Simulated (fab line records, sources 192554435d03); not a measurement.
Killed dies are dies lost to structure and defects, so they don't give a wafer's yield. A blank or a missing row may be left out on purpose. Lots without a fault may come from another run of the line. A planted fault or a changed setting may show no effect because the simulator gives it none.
Which tool did it? | flow n5_finfet | 9 lots, 27 wafers sampled, at 7 steps of a route of 1938

WHAT THE GAUGES READ, wafer by wafer
N5_BEOL_M5_CD_MEAS_28: target cd 30.6 nm, target cd y 20 nm.
lot  | measured     | on        | cd_nm (nm)
L138 | day 9 03:38  | cd_sem-03 | 30.17 30.48 30.43
L141 | day 10 04:49 | cd_sem-01 | 30.59 30.78 30.65
L144 | day 10 13:29 | cd_sem-01 | 30.36 30.56 30.60
L143 | day 10 23:44 | cd_sem-01 | 30.60 30.54 30.32
L142 | day 11 01:20 | cd_sem-01 | 30.40 30.46 30.14
L149 | day 12 15:49 | cd_sem-02 | 30.44 30.74 30.47
L154 | day 13 03:02 | cd_sem-01 | 30.42 30.35 30.67
L155 | day 13 21:29 | cd_sem-02 | 30.55 30.39 30.61
L157 | day 14 23:31 | cd_sem-01 | 30.31 30.32 30.83

N5_BEOL_M5_OCD_MEAS_38.
lot  | measured     | on     | trench_depth_nm (nm)
L138 | day 9 04:10  | ocd-02 | 72.5 71.9 70.7
L141 | day 10 05:21 | ocd-01 | 72.1 74.3 73.5
L144 | day 10 14:02 | ocd-02 | 69.9 72.9 70.1
L143 | day 11 00:16 | ocd-01 | 72.1 70.5 70.2
L142 | day 11 01:53 | ocd-02 | 73.1 70.9 73.3
L149 | day 12 16:24 | ocd-02 | 68.9 65.0 71.6
L154 | day 13 03:35 | ocd-01 | 72.0 70.1 69.9
L155 | day 13 22:02 | ocd-02 | 70.2 71.9 72.3
L157 | day 15 00:03 | ocd-02 | 72.0 72.9 72.9

N5_BEOL_M5_THK_MEAS_53: measures by xrf.
lot  | measured     | on            | M5_THK (nm)
L138 | day 9 10:35  | film_metro-02 | 62.1 62.5 60.0
L141 | day 10 12:00 | film_metro-02 | 62.4 63.6 63.4
L144 | day 10 22:28 | film_metro-02 | 61.8 64.1 61.2
L143 | day 11 07:59 | film_metro-01 | 66.5 64.3 63.8
L142 | day 11 08:20 | film_metro-02 | 65.5 62.1 64.5
L149 | day 12 23:17 | film_metro-02 | 60.7 54.4 62.6
L154 | day 13 10:31 | film_metro-01 | 64.1 62.9 60.4
L155 | day 14 04:42 | film_metro-02 | 60.0 63.1 62.8
L157 | day 15 06:53 | film_metro-01 | 63.0 66.5 65.1

N5_BEOL_M5_RS_MEAS_57: measures by four-point-probe.
lot  | measured     | on            | M5_RS (ohm/sq)
L138 | day 9 10:51  | film_metro-01 | 0.389 0.388 0.406
L141 | day 10 12:17 | film_metro-01 | 0.389 0.380 0.380
L144 | day 10 22:44 | film_metro-02 | 0.397 0.375 0.398
L143 | day 11 08:14 | film_metro-01 | 0.362 0.379 0.384
L142 | day 11 08:35 | film_metro-02 | 0.369 0.393 0.376
L149 | day 12 23:34 | film_metro-01 | 0.400 0.457 0.385
L154 | day 13 10:46 | film_metro-01 | 0.379 0.386 0.404
L155 | day 14 04:58 | film_metro-02 | 0.404 0.383 0.384
L157 | day 15 07:12 | film_metro-01 | 0.392 0.369 0.377

WHICH TOOL RAN EACH LOT (tool, then ch and the chambers of the sampled wafers, then the start)
lot  | N5_BEOL_M5_ETCH_75                 | N5_BEOL_M5_TRENCH_ETCH_37          | N5_BEOL_M5_DEGAS_44
L138 | rie_diel-05 ch 0,1, day 9 03:47    | rie_diel-05 ch 0,1, day 9 04:01    | pvd_sputter-03, day 9 04:41
L141 | rie_diel-06 ch 1,3, day 10 04:58   | rie_diel-06 ch 1,3, day 10 05:11   | pvd_sputter-02, day 10 06:16
L144 | rie_diel-05 ch 0,2,3, day 10 13:39 | rie_diel-05 ch 0,2,3, day 10 13:53 | pvd_sputter-02, day 10 16:05
L143 | rie_diel-03 ch 2,3, day 10 23:53   | rie_diel-03 ch 2,3, day 11 00:07   | pvd_sputter-03, day 11 02:04
L142 | rie_diel-05 ch 0,1,2, day 11 01:30 | rie_diel-05 ch 0,1,2, day 11 01:44 | pvd_sputter-02, day 11 02:28
L149 | rie_diel-05 ch 2,3, day 12 16:01   | rie_diel-05 ch 1,2,3, day 12 16:15 | pvd_sputter-02, day 12 17:19
L154 | rie_diel-06 ch 0,2, day 13 03:13   | rie_diel-06 ch 0,2, day 13 03:26   | pvd_sputter-01, day 13 04:31
L155 | rie_diel-03 ch 1,2,3, day 13 21:38 | rie_diel-03 ch 1,2,3, day 13 21:52 | pvd_sputter-01, day 13 22:44
L157 | rie_diel-06 ch 1,2,3, day 14 23:40 | rie_diel-06 ch 1,2,3, day 14 23:53 | pvd_sputter-02, day 15 00:46
- N5_BEOL_M5_ETCH_75: etches underlayer in N2/H2, target depth 6.5 nm, time 5.2 s.
- N5_BEOL_M5_TRENCH_ETCH_37: etches SiCOH lowk in C4F6/O2, target depth 71.652 nm, time 24.7 s.
- N5_BEOL_M5_DEGAS_44: time 60 s.

WHAT THE TOOLS THEMSELVES READ (means of the sampled wafers that have a number; where no wafer has one, the mark that the record gives instead)
N5_BEOL_M5_ETCH_75.
lot  | tool        | drypump_motor_current_A (A) | etch_rf_on_time_s (s) | h2_flow_sccm (sccm) | oes_product_au (a.u.) | rf_fwd_power_W (W) | rf_vpp_V (V) | showerhead_plenum_p_Torr (Torr) | throttle_valve_pct (%)
L138 | rie_diel-05 | 4.9                         | 5.21                  | 199.9               | 0.69                  | 819.6              | 522.2        | 2.48                            | 17.73
L141 | rie_diel-06 | 5.3                         | 5.04                  | 200.4               | 0.82                  | 817.8              | 524.4        | 2.56                            | 17.67
L144 | rie_diel-05 | 5.4                         | 5.23                  | 199.7               | 0.63                  | 816.9              | 524.3        | 2.54                            | 17.95
L143 | rie_diel-03 | 5.6                         | 5.17                  | 200.2               | 0.60                  | 819.5              | 524.8        | 2.59                            | 17.80
L142 | rie_diel-05 | 5.2                         | 5.17                  | 200.6               | 0.66                  | 817.2              | 521.3        | 2.51                            | 17.95
L149 | rie_diel-05 | 5.7                         | 5.16                  | 200.1               | 0.66                  | 819.6              | 525.4        | 2.55                            | 17.99
L154 | rie_diel-06 | 5.5                         | 5.21                  | 199.4               | 0.61                  | 819.4              | 524.6        | 2.52                            | 18.08
L155 | rie_diel-03 | 5.4                         | 5.20                  | 200.4               | 0.62                  | 818.3              | 525.5        | 2.56                            | 17.86
L157 | rie_diel-06 | 5.6                         | 5.12                  | 200.3               | 0.71                  | 820.5              | 525.8        | 2.57                            | 17.82

N5_BEOL_M5_TRENCH_ETCH_37.
lot  | tool        | drypump_motor_current_A (A) | oes_product_au (a.u.) | rf_fwd_power_W (W) | rf_vpp_V (V) | showerhead_plenum_p_Torr (Torr) | throttle_valve_pct (%)
L138 | rie_diel-05 | 4.9                         | 0.81                  | 338.0              | 668          | 2.79                            | 20.87
L141 | rie_diel-06 | 5.3                         | 0.95                  | 339.6              | 664          | 2.87                            | 20.81
L144 | rie_diel-05 | 5.4                         | 0.75                  | 338.3              | 667          | 2.85                            | 21.07
L143 | rie_diel-03 | 5.7                         | 0.71                  | 339.8              | 665          | 2.91                            | 20.88
L142 | rie_diel-05 | 5.2                         | 0.78                  | 338.0              | 665          | 2.81                            | 21.07
L149 | rie_diel-05 | 5.4                         | 0.77                  | 310.8              | 704          | 2.83                            | 20.90
L154 | rie_diel-06 | 5.5                         | 0.71                  | 338.4              | 660          | 2.83                            | 21.16
L155 | rie_diel-03 | 5.4                         | 0.73                  | 340.1              | 665          | 2.88                            | 20.94
L157 | rie_diel-06 | 5.5                         | 0.83                  | 339.5              | 665          | 2.88                            | 20.93

N5_BEOL_M5_DEGAS_44.
lot  | tool           | heater_power_w (W) | susceptor_temp_C (C)
L138 | pvd_sputter-03 | 335                | 250.02
L141 | pvd_sputter-02 | 344                | 249.97
L144 | pvd_sputter-02 | 340                | 249.99
L143 | pvd_sputter-03 | 342                | 250.13
L142 | pvd_sputter-02 | 338                | 249.84
L149 | pvd_sputter-02 | 342                | 249.88
L154 | pvd_sputter-01 | 309                | 250.06
L155 | pvd_sputter-01 | 336                | 250.00
L157 | pvd_sputter-02 | 350                | 250.21

THE ANSWER, worked out from the rows above alone
Rule: what is usual is taken from the lots themselves. Put in order of their means at a reading, lots are off if they are a third of the lots or fewer, leave a main group of 4 or more, and stand apart from it by a gap of 3 or more times the standard deviation of the main group's means; of several such gaps the widest counts. A main group whose means are all the same, to the digits that the tables above print for the reading, isn't used. A lot without any number at a reading at which 4 lots or more have one is off too. The other lots that the step has rows for count as sound. The gauges are gone through in route order, then the tools' own readings, and for those a lot's mean is taken as printed above. The first step at which some lot is off is used, and at that step the reading that is off furthest; a lot without a number counts as furthest.
Off: L149, at N5_BEOL_M5_RS_MEAS_57 (M5_RS). The main group: mean 0.385 ohm/sq, standard deviation 0.0064.
A tool fits if, at a process step before that reading, it ran every lot that is off, and no sound lot after the first of them. The gauges at N5_BEOL_M5_RS_MEAS_57 aren't tried: what is off there is off at N5_BEOL_M5_TRENCH_ETCH_37 too, on other tools, and a gauge's error can't cause that. One fits: rie_diel-05 at N5_BEOL_M5_ETCH_75 and N5_BEOL_M5_TRENCH_ETCH_37. At N5_BEOL_M5_ETCH_75 its last sound lot is L142 (day 11 01:30), its first lot that is off L149 (day 12 16:01): a fault that began between those two fits.

WHAT THE SIMULATOR HAD PUT IN
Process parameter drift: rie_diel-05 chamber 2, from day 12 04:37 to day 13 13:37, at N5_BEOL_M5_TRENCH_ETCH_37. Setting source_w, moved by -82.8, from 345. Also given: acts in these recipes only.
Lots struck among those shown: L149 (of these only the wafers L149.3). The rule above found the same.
